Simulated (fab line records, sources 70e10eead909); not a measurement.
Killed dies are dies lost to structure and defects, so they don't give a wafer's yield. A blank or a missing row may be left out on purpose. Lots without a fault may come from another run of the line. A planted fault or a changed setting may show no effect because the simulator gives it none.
Which tool did it? | flow nand_harc | 12 lots, 36 wafers sampled, at 5 steps of a route of 1302

WHAT THE GAUGES READ, wafer by wafer
NHARC_P_BONDPAD_CD_MEAS_09: target cd 500 nm.
lot  | measured     | on        | cd_nm (nm)
L076 | day 7 14:13  | cd_sem-01 | 501.4 499.3 502.1
L077 | day 8 00:41  | cd_sem-02 | 501.6 502.4 498.7
L079 | day 8 21:32  | cd_sem-02 | 498.4 500.9 501.0
L081 | day 9 12:08  | cd_sem-03 | 500.8 499.6 499.7
L083 | day 10 12:20 | cd_sem-02 | 501.9 501.3 499.1
L085 | day 10 23:47 | cd_sem-03 | 497.1 499.2 502.6
L087 | day 11 21:21 | cd_sem-02 | 499.3 501.7 500.2
L089 | day 12 15:28 | cd_sem-03 | 496.9 492.6 499.9
L091 | day 13 16:34 | cd_sem-03 | 497.5 502.2 498.7
L093 | day 14 12:16 | cd_sem-02 | 501.3 498.0 502.2
L095 | day 15 06:43 | cd_sem-01 | 498.5 499.5 494.5
L097 | day 16 02:53 | cd_sem-01 | 499.3 497.5 497.7

WHICH TOOL RAN EACH LOT (tool, then ch and the chambers of the sampled wafers, then the start)
lot  | NHARC_P_M2_ETCH_28                            | NHARC_P_M2_DEGAS_29          | NHARC_P_M2_CMP_23             | NHARC_P_BONDPAD_CMP_32
L076 | rie_diel-04 ch 1,2, day 7 10:53 or earlier    | pvd_sputter-02, day 7 10:53  | cmp-02 ch 0,1, day 7 11:59    | cmp-01 ch 0,3, day 7 13:24
L077 | rie_diel-10 ch 0,1,2, day 7 21:17 or earlier  | pvd_sputter-03, day 7 21:17  | cmp-02 ch 0,2,3, day 7 22:29  | cmp-02 ch 1,2,3, day 7 23:55
L079 | rie_diel-12 ch 0,1,3, day 8 18:12 or earlier  | pvd_sputter-01, day 8 18:12  | cmp-02 ch 1,2, day 8 19:17    | cmp-03 ch 0,2,3, day 8 20:44
L081 | rie_diel-12 ch 1,3, day 9 08:47 or earlier    | pvd_sputter-02, day 9 08:47  | cmp-04 ch 2,3, day 9 09:51    | cmp-02 ch 0,1,3, day 9 11:22
L083 | rie_diel-12 ch 0,2,3, day 10 09:00 or earlier | pvd_sputter-03, day 10 09:00 | cmp-04 ch 0,3, day 10 10:07   | cmp-03 ch 0,3, day 10 11:33
L085 | rie_diel-10 ch 0,2, day 10 20:16 or earlier   | pvd_sputter-01, day 10 20:16 | cmp-01 ch 1,2,3, day 10 21:21 | cmp-02 ch 2,3, day 10 22:58
L087 | rie_diel-04 ch 0,1,3, day 11 18:02 or earlier | pvd_sputter-02, day 11 18:02 | cmp-01 ch 0,1,2, day 11 19:08 | cmp-01 ch 1,2,3, day 11 20:32
L089 | rie_diel-04 ch 0,2,3, day 12 11:53 or earlier | pvd_sputter-02, day 12 11:53 | cmp-04 ch 0,2, day 12 13:04   | cmp-02 ch 0,1,3, day 12 14:40
L091 | rie_diel-10 ch 2,3, day 13 13:15 or earlier   | pvd_sputter-01, day 13 13:15 | cmp-01 ch 1,3, day 13 14:20   | cmp-01 ch 0,1,3, day 13 15:47
L093 | rie_diel-04 ch 0,1,2, day 14 08:53 or earlier | pvd_sputter-01, day 14 08:53 | cmp-02 ch 0,2,3, day 14 10:03 | cmp-01 ch 0,1,2, day 14 11:26
L095 | rie_diel-12 ch 1,2, day 15 03:24 or earlier   | pvd_sputter-02, day 15 03:24 | cmp-01 ch 2,3, day 15 04:29   | cmp-02 ch 1,2,3, day 15 05:55
L097 | rie_diel-10 ch 0,1,3, day 15 23:32 or earlier | pvd_sputter-02, day 15 23:32 | cmp-02 ch 1,2,3, day 16 00:38 | cmp-01 ch 0,1,2, day 16 02:04
- NHARC_P_M2_ETCH_28: etches the open film in CF4/N2, target depth 30 nm, time 72.99 s.
- NHARC_P_M2_DEGAS_29: time 60 s.
- NHARC_P_M2_CMP_23: polishes, t overpolish 20 s, target thk 144.3 nm.
- NHARC_P_BONDPAD_CMP_32: polishes SiCN, target thk 200 nm.

THE ANSWER, worked out from the rows above alone
Rule: what is usual is taken from the lots themselves. Put in order of their means at a reading, lots are off if they are a third of the lots or fewer, leave a main group of 4 or more, and stand apart from it by a gap of 3 or more times the standard deviation of the main group's means; of several such gaps the widest counts. A main group whose means are all the same, to the digits that the tables above print for the reading, isn't used. A lot without any number at a reading at which 4 lots or more have one is off too. The other lots that the step has rows for count as sound.
No lot is off at any reading shown: from this, nothing can be told.

WHAT THE SIMULATOR HAD PUT IN
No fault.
